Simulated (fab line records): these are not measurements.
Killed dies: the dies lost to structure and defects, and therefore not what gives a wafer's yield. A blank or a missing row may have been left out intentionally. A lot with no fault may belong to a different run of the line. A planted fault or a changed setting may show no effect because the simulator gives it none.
fab line records	flow nand-harc
record lots=6	wafers=18	last-day=33
route steps=1302 shown A_WL_FILL@956
lots untouched by any fault: they come from a run of this same line in which no faults occurred
start-h: start of the lot's first displayed wafer, in hours after the record's first day	wait-h: how many hours have passed since the lot's step before this one	" as in the row above	L1.1+2: several wafers, shown together as one row	- either no value or no given start	* or withheld: withheld	< > ~ a bound
route shown NAME@n: NAME is a module with steps in the file, n the number in the route of the first one	usual: mean/standard deviation taken from wafers without a fault	same: alike in all rows	chamber/n: place in a boat	sites: each site's reading	_std_site: standard deviation of those values	_edge_site: mean of outer sites minus mean of inner sites	radius-mm: how far each site lies from the wafer's centre	mask NAME#n: copy n	behind: the last tool/chamber to shape the wafer	hold: the reason the lot was held/the length of the hold in hours/how it ended	device: names the non-switching transistor (n, p or np)	end of line: the route-end tests of the same wafers	a step without rows: its recipe alone	killed: at the first sort, the dies lost to defects and structure; wafer yield is something else	map: a wafer's dies, marking killed ones x, the rest . and places with no die _
set.NAME: the setting that was run; set.NAME@STEP: the one run at that earlier step	model.NAME: the simulator's own value behind a step, which no gauge read
lots at selected steps of the route; one table per step, one row per wafer
services: from which hour (start-h, from the record's first day; less than 0 if before it) a tool's chamber was out of use, for how many hours, and why
## steps
# step NHARC_A_WL_FILL_CVD_03
# recipe target-thk-a=400	temp-c=300	pressure-torr=40	wf6-flow-sccm=40	h2-flow-sccm=1600	ar-flow-sccm=1560	time-s=279	material=W
# usual heater-power-w=429/27	throttle-valve-pct=7.72/0.26
# same time-s=279
lot.wafer	tool	chamber	start-h	wait-h	heater-power-w	throttle-valve-pct
L863.4	cvd-w-01	0	503.56	0.2	394	7.89
L863.3	"	1	"	"	419	8.17
L863.6	"	1	"	"	432	8.14
L865.2	cvd-w-02	0	514.01	0.1	455	7.66
L865.1	"	1	"	"	439	7.34
L865.4	"	1	"	"	429	7.49
L875.2	cvd-w-01	1	612.47	0.2	442	7.74
L875.3	"	0	"	"	384	7.97
L875.4	"	1	"	"	458	7.70
L877.2	cvd-w-01	0	645.46	0.1	388	8.11
L877.3	"	1	"	"	450	7.96
L877.6	"	1	"	"	461	7.85
L882.2	cvd-w-02	1	688.77	0.1	411	7.44
L882.1	"	0	"	"	459	7.33
L882.5	"	1	"	"	409	7.56
L884.1	cvd-w-01	0	692.38	0.1	382	7.89
L884.4	"	0	"	"	385	8.16
L884.3	"	1	"	"	435	8.16
# step NHARC_A_WL_FILL_ETCHBACK_04
# recipe target-depth-a=600	time-s=120	chemistry=NF3
# step NHARC_A_WL_FILL_ETCHBACK_05
# recipe target-depth-a=220	time-s=60	temp-c=40	chemistry=Cl2/BCl3
# step NHARC_A_WL_FILL_STRIP_27
# recipe power-w=1500	temp-c=250	time-s=20	chemistry=N2/H2
# usual drypump-motor-current-A=5.80/0.24	heater-power-w=320/31
# same time-s=20
lot.wafer	tool	chamber	start-h	wait-h	drypump-motor-current-A	heater-power-w	rf-hours-counter-h
L863.4	plasma-asher-01	1	504.25	0.1	6.10	257	-
L863.3	"	0	"	"	5.96	367	-
L863.6	"	1	"	"	6.10	254	-
L865.1	plasma-asher-02	0	514.77	0.1	5.45	340	15
L865.2	"	1	"	"	5.86	322	15
L865.4	"	0	"	"	5.45	330	-
L875.2	plasma-asher-02	0	613.19	0.1	5.47	317	0
L875.4	"	0	"	"	5.45	321	-
L875.3	"	1	"	"	5.83	332	-
L877.2	plasma-asher-02	0	646.17	0.1	5.47	323	5
L877.3	"	1	"	"	5.81	325	-
L877.6	"	1	"	"	5.83	331	-
L882.2	plasma-asher-02	0	689.53	0.1	5.44	322	13
L882.1	"	1	"	"	5.81	327	13
L882.5	"	1	"	"	5.83	323	-
L884.1	plasma-asher-01	1	693.15	0.2	6.09	272	38
L884.3	"	0	"	"	5.95	353	-
L884.4	"	1	"	"	6.10	273	-
# step NHARC_A_WL_FILL_STRIP_28
# recipe time-s=1200	temp-c=72.5	chemistry=post-etch-residue-remover
# step NHARC_A_WL_FILL_PRECLEAN_06
# recipe time-s=300	chemistry=DIW
# step NHARC_A_WL_FILL_SRD_07
# step NHARC_A_WL_FILL_ANNEAL_08
# recipe temp-c=450	time-s=1800
# step NHARC_A_WL_FILL_ALD_10
# recipe target-thk-a=500	pulse-time-s=10	ald-cycles=500	temp-c=300	material=SiO2
# usual heater-power-w=484/42	precursor-pulse-height-rel=1.002/0.022
lot.wafer	tool	chamber	start-h	wait-h	heater-power-w	precursor-pulse-height-rel
L863.3	ald-hk-02	3	510.63	1.1	435	1.024
L863.4	"	0	"	"	562	1.002
L863.6	"	2	512.18	2.6	494	0.984
L865.2	ald-hk-01	0	521.16	0.1	478	1.000
L865.4	"	2	522.21	1.1	505	1.018
L865.1	"	3	"	"	470	1.028
L875.2	ald-hk-02	0	620.24	2.1	551	0.991
L875.4	"	1	"	"	486	1.000
L875.3	"	2	"	"	490	1.011
L877.3	ald-hk-01	0	652.58	0.9	491	1.008
L877.2	"	3	654.14	2.5	487	1.033
L877.6	"	1	655.17	3.5	493	1.016
L882.1	ald-hk-02	2	695.30	0.6	500	0.975
L882.2	"	0	696.35	1.6	547	1.000
L882.5	"	2	697.39	2.7	489	0.992
L884.3	ald-hk-04	2	698.52	0.1	489	0.998
L884.1	"	3	"	"	423	0.972
L884.4	"	1	700.07	1.6	435	0.992
# step NHARC_A_WL_FILL_ETCHBACK_16
# recipe target-depth-a=1200	time-s=24	c4f8-flow-sccm=withheld	o2-flow-sccm=8	ar-flow-sccm=withheld	rf-w=600	bias-w=800	chemistry=C4F8/O2/Ar
# usual oes-product-au=0.97/0.034	rf-vpp-V=723/4.6	run-length-s=45.1/0.33
# same time-s=24
lot.wafer	tool	chamber	start-h	wait-h	oes-product-au	rf-hours-counter-h	rf-vpp-V	run-length-s
L863.3	rie-diel-08	0	-	-	1.03	6.0	718	45.1
L863.4	"	3	"	"	1.00	6.4	730	44.8
L863.6	"	1	"	"	0.98	-	719	45.5
L865.2	rie-diel-08	0	-	-	0.96	6.9	719	45.4
L865.4	"	1	"	"	0.94	6.3	719	45.9
L865.1	"	2	"	"	0.96	6.8	724	45.3
L875.4	rie-diel-04	1	-	-	0.97	2.5	720	45.1
L875.2	"	3	"	"	1.01	1.9	731	45.3
L875.3	"	0	"	"	0.99	2.4	719	44.7
L877.2	rie-diel-08	2	-	-	0.99	4.3	723	45.5
L877.3	"	3	"	"	0.92	5.3	731	44.8
L877.6	"	3	"	"	0.93	-	731	45.3
L882.2	rie-diel-08	0	-	-	1.01	7.6	719	44.8
L882.1	"	1	"	"	0.98	7.0	720	45.8
L882.5	"	0	"	"	1.01	-	718	44.8
L884.3	rie-diel-04	3	-	-	0.94	4.2	732	45.1
L884.4	"	1	"	"	0.91	4.7	722	45.2
L884.1	"	2	"	"	0.92	4.8	721	44.7
# step NHARC_A_WL_FILL_STRIP_29
# recipe time-s=20	o2-flow-sccm=500	ar-flow-sccm=0	bias-w=0	chemistry=O2
# usual drypump-motor-current-A=5.5/0.33	oes-product-au=0.998/0.011	rf-vpp-V=57.8/0.92	showerhead-plenum-p-Torr=3.53/0.16	throttle-valve-pct=17.037/0.0093
# same time-s=20
lot.wafer	tool	chamber	start-h	wait-h	drypump-motor-current-A	oes-product-au	rf-hours-counter-h	rf-vpp-V	showerhead-plenum-p-Torr	throttle-valve-pct
L863.3	rie-diel-08	3	514.33	0.1	5.5	1.003	6.4	58.3	3.77	17.039
L863.4	"	0	"	"	5.7	1.015	6.0	57.0	3.38	17.019
L863.6	"	0	"	"	5.7	1.022	-	58.3	3.38	17.032
L865.1	rie-diel-08	2	525.95	0.1	5.1	1.015	6.8	58.7	3.55	17.020
L865.4	"	0	"	"	5.7	1.020	6.9	57.7	3.38	17.030
L865.2	"	1	"	"	5.1	0.991	6.3	58.1	3.40	17.030
L875.2	rie-diel-04	3	624.41	0.1	5.5	1.012	1.9	58.0	3.77	17.031
L875.3	"	1	"	"	5.7	0.974	2.5	56.6	3.44	17.012
L875.4	"	2	"	"	5.7	0.998	2.6	56.7	3.44	17.036
L877.2	rie-diel-08	3	657.33	0.1	5.5	0.992	5.3	57.7	3.77	17.033
L877.3	"	2	"	"	5.1	0.999	4.3	57.2	3.55	17.043
L877.6	"	3	"	"	5.5	1.007	-	59.3	3.77	17.041
L882.2	rie-diel-08	2	699.55	0.1	5.1	0.997	5.5	56.6	3.55	17.046
L882.1	"	0	"	"	5.7	1.005	7.6	58.1	3.38	17.036
L882.5	"	2	"	"	5.1	1.006	-	58.2	3.55	17.025
L884.4	rie-diel-04	0	703.26	0.1	5.5	0.994	4.7	57.5	3.37	17.056
L884.1	"	2	"	"	5.8	0.999	4.8	58.5	3.44	17.033
L884.3	"	3	"	"	5.5	1.005	4.2	57.7	3.77	17.038
# step NHARC_A_WL_FILL_ETCHBACK_17
# recipe target-depth-a=40	time-s=26.7	chemistry=Cl2/BCl3
# usual drypump-motor-current-A=5.8/0.34	oes-product-au=0.997/0.011	run-length-s=48.3/0.42
lot.wafer	tool	chamber	start-h	wait-h	drypump-motor-current-A	oes-product-au	rf-hours-counter-h	run-length-s
L863.4	rie-metal-01	1	514.46	-	5.5	0.987	-	49.1
L863.3	"	0	"	"	6.3	0.970	-	37.9
L863.6	"	0	"	"	6.3	0.986	-	38.0
L865.2	rie-metal-01	1	526.05	-	5.5	0.992	2.2	48.7
L865.1	"	0	"	"	6.3	0.987	2.2	38.2
L865.4	"	1	"	"	5.5	0.997	-	48.7
L875.2	rie-metal-02	1	624.52	-	6.1	0.995	3.0	48.7
L875.4	"	0	"	"	5.4	1.007	-	47.6
L875.3	"	1	"	"	6.1	0.987	-	48.5
L877.2	rie-metal-01	0	657.45	-	6.3	1.003	1.2	47.9
L877.3	"	1	"	"	5.5	1.003	-	48.8
L877.6	"	1	"	"	5.5	1.006	-	49.1
L882.1	rie-metal-02	1	699.63	-	6.1	0.999	1.2	48.4
L882.2	"	0	"	"	5.4	1.009	1.2	47.6
L882.5	"	0	"	"	5.4	0.997	-	47.6
L884.1	rie-metal-01	0	703.35	-	6.3	1.002	2.2	48.5
L884.4	"	0	"	"	6.3	0.999	-	48.7
L884.3	"	1	"	"	5.5	0.996	-	48.7
# step NHARC_A_WL_FILL_PRECLEAN_18
# recipe time-s=30	chemistry=dHF
## services
tool	chamber	start-h	hours	kind
plasma-asher-01	-	519.07	9.0	pm
ald-hk-02	-	526.00	10.0	pm
rie-diel-08	3	527.26	5.5	repair
rie-diel-04	-	531.90	9.0	pm
cvd-w-02	0	538.40	3.2	repair
rie-diel-08	-	544.80	9.0	pm
cvd-w-01	-	547.00	13.0	pm
rie-diel-04	3	548.38	10.6	repair
rie-metal-01	-	575.00	9.0	pm
rie-diel-08	2	583.84	12.4	repair
rie-diel-08	-	597.60	1.2	repair
plasma-asher-02	-	603.17	9.0	pm
ald-hk-02	-	611.73	1.0	repair
plasma-asher-02	-	617.76	3.6	repair
ald-hk-01	-	628.23	1.6	repair
rie-metal-02	-	631.00	9.0	pm
cvd-w-02	-	631.18	13.0	pm
plasma-asher-02	-	638.79	6.9	repair
rie-diel-08	0	641.73	3.3	repair
rie-diel-08	3	649.00	5.8	repair
rie-metal-01	-	667.41	0.3	repair
rie-diel-08	2	682.28	4.2	repair
rie-diel-04	0	690.87	2.9	repair
plasma-asher-01	-	696.07	9.0	pm
## key
first-sign step=NHARC_A_WL_FILL_ETCHBACK_17	reading=run-length-s	direction=down	sigmas=24	usual=*	struck=*
effect none on later readings
met-at NHARC_A_WL_FILL_ETCHBACK_17
struck-wafers L863.3,L863.6,L865.1
tester-left-out L863,L865
fault kind=process-parameter-drift	tool=rie-metal-01	chamber=0	onset-h=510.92	steps=NHARC_A_WL_FILL_ETCHBACK_17	channel=time-s	offset=*	shape=step	end-h=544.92	acts-in=*	stated=*
# tester-left-out: of these lots the tester's yield and bins aren't shown, on N5 and GAA mostly nor the transistor test; their killed dies are dies lost to structure and defects alone, not to doping, threshold or leakage, so they don't give the yield
